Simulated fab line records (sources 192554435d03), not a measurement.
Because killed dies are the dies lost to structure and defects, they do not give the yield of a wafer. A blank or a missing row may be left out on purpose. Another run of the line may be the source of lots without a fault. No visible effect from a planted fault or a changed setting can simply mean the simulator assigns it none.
What tool caused it? + flow n5 finfet + Sampling: 12 lots, 31 wafers, 5 of 1938 route steps

## WHAT THE GAUGES READ, wafer by wafer
Not one reading of a measure or inspect step in the record can be checked against a usual standard deviation.

## TOOL THAT RAN EACH LOT (tool first, then ch and the chambers of the sampled wafers, then the start)
| lot  | N5_MIM_BOT_SPUTTER_00        | N5_MIM_TOP_SPUTTER_03        | N5_PASSIVATION_DESCUM_12           | N5_PASSIVATION_PECVD_35         | N5_PASSIVATION_PROBE_49 |
|------|------------------------------|------------------------------|------------------------------------|---------------------------------|-------------------------|
| L827 | pvd sputter-03, day 12 17:58 | pvd sputter-01, day 12 18:41 | rie diel-01 ch 0,3, day 12 23:40   | pecvd-04 ch 1,2, day 13 02:35   | -                       |
| L831 | pvd sputter-02, day 13 00:25 | pvd sputter-03, day 13 01:10 | rie diel-03 ch 0,3, day 13 04:11   | pecvd-03 ch 0,2, day 13 07:01   | -                       |
| L829 | pvd sputter-03, day 13 04:48 | pvd sputter-02, day 13 05:45 | rie diel-03 ch 0,2, day 13 08:29   | pecvd-04 ch 1, day 13 11:16     | -                       |
| L830 | pvd sputter-03, day 13 04:55 | pvd sputter-02, day 13 05:55 | rie diel-03 ch 0,1, day 13 09:01   | pecvd-02 ch 1,2, day 13 13:07   | -                       |
| L835 | pvd sputter-02, day 14 16:47 | pvd sputter-02, day 14 17:44 | rie diel-01 ch 0,2,3, day 14 21:05 | pecvd-03 ch 1,2, day 15 00:38   | prober-01, day 15 04:22 |
| L840 | pvd sputter-03, day 15 03:23 | pvd sputter-02, day 15 04:58 | rie diel-01 ch 0,1,2, day 15 07:46 | pecvd-02 ch 0,1, day 15 10:37   | -                       |
| L841 | pvd sputter-01, day 16 00:08 | pvd sputter-02, day 16 01:39 | rie diel-01 ch 0,2,3, day 16 04:42 | pecvd-02 ch 0,2, day 16 07:52   | -                       |
| L842 | pvd sputter-03, day 16 04:37 | pvd sputter-01, day 16 05:49 | rie diel-03 ch 1,2,3, day 16 11:10 | pecvd-02 ch 0,1,2, day 16 15:56 | -                       |
| L843 | pvd sputter-01, day 16 16:27 | pvd sputter-02, day 16 17:10 | rie diel-02 ch 0,1, day 16 21:57   | pecvd-02 ch 1,2, day 17 01:26   | -                       |
| L846 | pvd sputter-03, day 17 03:08 | pvd sputter-02, day 17 03:47 | rie diel-03 ch 2,3, day 17 08:55   | pecvd-03 ch 1,2, day 17 12:13   | -                       |
| L845 | pvd sputter-01, day 17 09:24 | pvd sputter-02, day 17 10:52 | rie diel-02 ch 0,2, day 17 16:44   | pecvd-03 ch 0,1,2, day 17 19:39 | -                       |
| L848 | pvd sputter-01, day 17 09:37 | pvd sputter-01, day 17 10:52 | rie diel-03 ch 1,2,3, day 17 14:15 | pecvd-02 ch 0,2, day 17 18:28   | -                       |
- N5_MIM_BOT_SPUTTER_00: material TiN, target thk 35 nm, time 89.7 s.
- N5_MIM_TOP_SPUTTER_03: material TiN, target thk 35 nm, time 89.7 s.
- N5_PASSIVATION_DESCUM_12: chemistry O2, time 7.9 s.
- N5_PASSIVATION_PECVD_35: deposits SiNx from SiH4/NH3/N2, target thk 700 nm, time 151.3 s.
- N5_PASSIVATION_PROBE_49

## AS READ BY THE TOOLS THEMSELVES (means over the sampled wafers that have a number; for cases with no such wafer, the mark the record gives instead)
N5_MIM_BOT_SPUTTER_00. Usual: chamber pressure pa 0.4999 Pa, standard deviation 0.00094; susceptor temp C 200.02 C, standard deviation 0.15; throttle valve pct 29.7 %, standard deviation 1.
| lot  | tool           | chamber pressure pa (Pa) | susceptor temp C (C) | throttle valve pct (%) | flag |
|------|----------------|--------------------------|----------------------|------------------------|------|
| L827 | pvd sputter-03 | 0.4998                   | 200.24               | 30.2                   |      |
| L831 | pvd sputter-02 | 0.5010                   | 199.89               | 29.5                   |      |
| L829 | pvd sputter-03 | 0.4997                   | 200.20               | 29.6                   |      |
| L830 | pvd sputter-03 | 0.4999                   | 199.89               | 30.5                   |      |
| L835 | pvd sputter-02 | 0.4998                   | 200.12               | 29.0                   |      |
| L840 | pvd sputter-03 | 0.5002                   | 200.16               | 29.4                   |      |
| L841 | pvd sputter-01 | 0.4995                   | 199.85               | 30.3                   |      |
| L842 | pvd sputter-03 | 0.5000                   | 199.92               | 30.0                   |      |
| L843 | pvd sputter-01 | 0.4992                   | 199.97               | 29.2                   |      |
| L846 | pvd sputter-03 | 0.5002                   | 200.13               | 29.8                   |      |
| L845 | pvd sputter-01 | 0.4988                   | 199.96               | 29.4                   |      |
| L848 | pvd sputter-01 | 0.4994                   | 199.99               | 29.7                   |      |

N5_MIM_TOP_SPUTTER_03. Usual: chamber pressure pa 0.5000 Pa, standard deviation 0.00096; susceptor temp C 200.01 C, standard deviation 0.15; throttle valve pct 29.6 %, standard deviation 0.96.
| lot  | tool           | chamber pressure pa (Pa) | susceptor temp C (C) | throttle valve pct (%) | flag |
|------|----------------|--------------------------|----------------------|------------------------|------|
| L827 | pvd sputter-01 | 0.5004                   | 200.01               | 28.6                   |      |
| L831 | pvd sputter-03 | 0.4999                   | 200.05               | 30.4                   |      |
| L829 | pvd sputter-02 | 0.4993                   | 200.05               | 29.2                   |      |
| L830 | pvd sputter-02 | 0.5001                   | 200.08               | 29.9                   |      |
| L835 | pvd sputter-02 | 0.4992                   | 199.92               | 29.0                   |      |
| L840 | pvd sputter-02 | 0.5004                   | 199.96               | 29.2                   |      |
| L841 | pvd sputter-02 | 0.4996                   | 199.93               | 29.5                   |      |
| L842 | pvd sputter-01 | 0.5001                   | 199.95               | 30.1                   |      |
| L843 | pvd sputter-02 | 0.5001                   | 200.06               | 29.0                   |      |
| L846 | pvd sputter-02 | 0.5004                   | 200.05               | 29.1                   |      |
| L845 | pvd sputter-02 | 0.4998                   | 199.85               | 28.7                   |      |
| L848 | pvd sputter-01 | 0.4996                   | 199.95               | 31.1                   |      |

N5_PASSIVATION_DESCUM_12. Usual: drypump motor current A 5.6 A, standard deviation 0.42; oes product au 0.78 a.u., standard deviation 0.094; rf vpp V 243.0 V, standard deviation 1.4; showerhead plenum p Torr 2.07 Torr, standard deviation 0.082; throttle valve pct 20.55 %, standard deviation 0.23.
| lot  | tool        | drypump motor current A (A) | oes product au (a.u.) | rf vpp V (V) | showerhead plenum p Torr (Torr) | throttle valve pct (%) | flag |
|------|-------------|-----------------------------|-----------------------|--------------|---------------------------------|------------------------|------|
| L827 | rie diel-01 | 6.2                         | 0.70                  | 242.4        | 2.04                            | 20.77                  |      |
| L831 | rie diel-03 | 5.3                         | 0.71                  | 242.3        | 2.08                            | 20.74                  |      |
| L829 | rie diel-03 | 5.7                         | 0.80                  | 244.3        | 2.11                            | 20.77                  |      |
| L830 | rie diel-03 | 5.2                         | 0.83                  | 243.9        | 2.10                            | 20.69                  |      |
| L835 | rie diel-01 | 6.2                         | 0.69                  | 242.1        | 2.08                            | 20.60                  |      |
| L840 | rie diel-01 | 5.9                         | 0.71                  | 243.1        | 2.07                            | 20.39                  |      |
| L841 | rie diel-01 | 6.2                         | 0.79                  | 244.7        | 2.16                            | 20.50                  |      |
| L842 | rie diel-03 | 5.4                         | 0.81                  | 242.6        | 2.02                            | 20.62                  |      |
| L843 | rie diel-02 | 5.6                         | 0.78                  | 242.6        | 2.06                            | 20.51                  |      |
| L846 | rie diel-03 | 5.4                         | 0.75                  | 241.4        | 2.00                            | 20.65                  |      |
| L845 | rie diel-02 | 5.7                         | 0.79                  | 242.6        | 2.11                            | 20.28                  |      |
| L848 | rie diel-03 | 5.4                         | 0.81                  | 241.3        | 2.01                            | 20.62                  |      |

N5_PASSIVATION_PECVD_35. Usual: heater power w 361 W, standard deviation 69; showerhead plenum p Torr 8.63 Torr, standard deviation 0.042; susceptor temp C 400.00 C, standard deviation 0.21; throttle valve pct 27.9 %, standard deviation 1.7.
| lot  | tool     | heater power w (W) | showerhead plenum p Torr (Torr) | susceptor temp C (C) | throttle valve pct (%) | flag |
|------|----------|--------------------|---------------------------------|----------------------|------------------------|------|
| L827 | pecvd-04 | 384                | 8.58                            | 399.94               | 29.0                   |      |
| L831 | pecvd-03 | 408                | 8.67                            | 399.85               | 27.6                   |      |
| L829 | pecvd-04 | 347                | 8.57                            | 400.17               | 29.1                   |      |
| L830 | pecvd-02 | 425                | 8.63                            | 399.82               | 26.1                   |      |
| L835 | pecvd-03 | 379                | 8.64                            | 400.06               | 27.8                   |      |
| L840 | pecvd-02 | 305                | 8.61                            | 399.95               | 27.4                   |      |
| L841 | pecvd-02 | 404                | 8.59                            | 400.20               | 26.4                   |      |
| L842 | pecvd-02 | 379                | 8.61                            | 400.07               | 26.6                   |      |
| L843 | pecvd-02 | 398                | 8.62                            | 399.94               | 26.4                   |      |
| L846 | pecvd-03 | 348                | 8.64                            | 400.07               | 28.0                   |      |
| L845 | pecvd-03 | 376                | 8.66                            | 399.89               | 28.7                   |      |
| L848 | pecvd-02 | 396                | 8.61                            | 399.88               | 25.8                   |      |

N5_PASSIVATION_PROBE_49. Usual: defect limited yield 91.3 %, standard deviation 1.4; killed_at_M0_to_M3 33, standard deviation 9.9; killed_at_M4_up 15, standard deviation 5.6; killed at contacts 13, standard deviation 5.7; killed at front end 38, standard deviation 12; killed at other 4, standard deviation 3.1; killed dies 103, standard deviation 17; killed open 66, standard deviation 13; killed short 32, standard deviation 7.8; sort_bin_5_function 5.1 %, standard deviation 0.95; sort_bin_6_memory 3.2 %, standard deviation 0.68; sort n pass 1077, standard deviation 17; sort yield pct 91.3 %, standard deviation 1.5.
| lot  | tool      | defect limited yield (%) | killed_at_M0_to_M3 | killed_at_M4_up | killed at contacts | killed at front end | killed at other | killed dies | killed open | killed short | sort_bin_5_function (%) | sort_bin_6_memory (%) | sort n pass | sort yield pct (%) | flag |
|------|-----------|--------------------------|--------------------|-----------------|--------------------|---------------------|-----------------|-------------|-------------|--------------|-------------------------|-----------------------|-------------|--------------------|------|
| L835 | prober-01 | 84.9                     | 42                 | 13              | 12                 | 30                  | 80              | 178         | 60          | 36           | 8.9                     | 4.8                   | 1002        | 84.9               | OFF  |

## THE ANSWER, worked out from the rows above alone
Rule: a lot is off if the mean of its wafers that have a number lies more than 3 standard deviations from the usual mean. Also off: a lot with no number at a reading for which 4 or more lots have one. Any other lot the step has rows for is counted as sound. After the gauges, taken in route order, come the tools' own readings; for these a lot's mean is taken, as printed above. The first step at which some lot is off is used, and at that step the reading that is off furthest; a lot without a number counts as furthest.
Off: L835, at N5_PASSIVATION_PROBE_49 (killed at other). Neither off nor sound, because the step has no rows for them: L827, L831, L829, L830, L840, L841, L842, L843, L846, L845, L848.
If a tool, at that step or one of the process steps before it, ran each lot that is off and ran no sound lot following the first of them, it fits. Can't be told from this: 4 tools fit, pvd sputter-02 at N5_MIM_BOT_SPUTTER_00 and N5_MIM_TOP_SPUTTER_03, rie diel-01 at N5_PASSIVATION_DESCUM_12, pecvd-03 at N5_PASSIVATION_PECVD_35, prober-01 at N5_PASSIVATION_PROBE_49.

## WHAT WAS PUT IN BY THE SIMULATOR
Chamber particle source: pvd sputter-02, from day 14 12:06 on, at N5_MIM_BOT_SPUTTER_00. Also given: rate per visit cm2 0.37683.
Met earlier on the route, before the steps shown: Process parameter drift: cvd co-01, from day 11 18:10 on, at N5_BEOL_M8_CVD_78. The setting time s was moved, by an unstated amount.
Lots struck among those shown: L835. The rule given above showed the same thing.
